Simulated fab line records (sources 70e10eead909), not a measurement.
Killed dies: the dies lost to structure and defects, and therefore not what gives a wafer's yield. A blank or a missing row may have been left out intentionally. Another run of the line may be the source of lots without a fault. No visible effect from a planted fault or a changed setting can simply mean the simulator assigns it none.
Matching of chambers | flow nand_harc | NHARC_A_M0_CMP_23 on cmp-04 has 4 sister chambers
The step polishes, t overpolish 20 s, target thk 113.75 nm. 4 wafers are shown with their chamber, then 8 later ones without.

## WAFERS WITH THEIR CHAMBER
wafer  | chamber | motor_current_A (A)
L080.6 | 0       | 9.9
L083.2 | 3       | 10.4
L083.5 | 2       | 13.0
L087.1 | 1       | 12.1

## WAFERS WITH NO CHAMBER GIVEN
wafer  | motor_current_A (A)
L087.4 | 9.9
L087.5 | 11.9
L090.1 | 12.9
L090.3 | 10.3
L090.5 | 11.9
L091.4 | 10.1
L091.5 | 13.0
L091.6 | 10.5

## CHAMBER TAKEN BY EACH
wafer  | from the rows above     | in truth
L087.4 | 0                       | 0
L087.5 | 1                       | 1
L090.1 | 2                       | 2
L090.3 | 3                       | 3
L090.5 | 1                       | 1
L091.4 | can't be placed: 0 or 3 | 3
L091.5 | 2                       | 2
L091.6 | 3                       | 3
7 of 8 placed correctly. Unplaceable from these rows: 1, with the true chamber sitting among the candidates in 1. Placed wrongly: 0.
How it was worked out, from the rows above alone: a wafer's distance from a chamber is the root of the sum, over the readings, of the square of ((its reading less the chamber's mean) divided by the reading's scatter). If the next closest chamber is less than 2 further off than the closest, the wafer can't be placed; otherwise it belongs to the closest. A chamber's mean is the mean of its shown wafers. The scatter: root of mean squared gap, hidden wafer to nearest shown wafer, with one shown wafer a chamber.
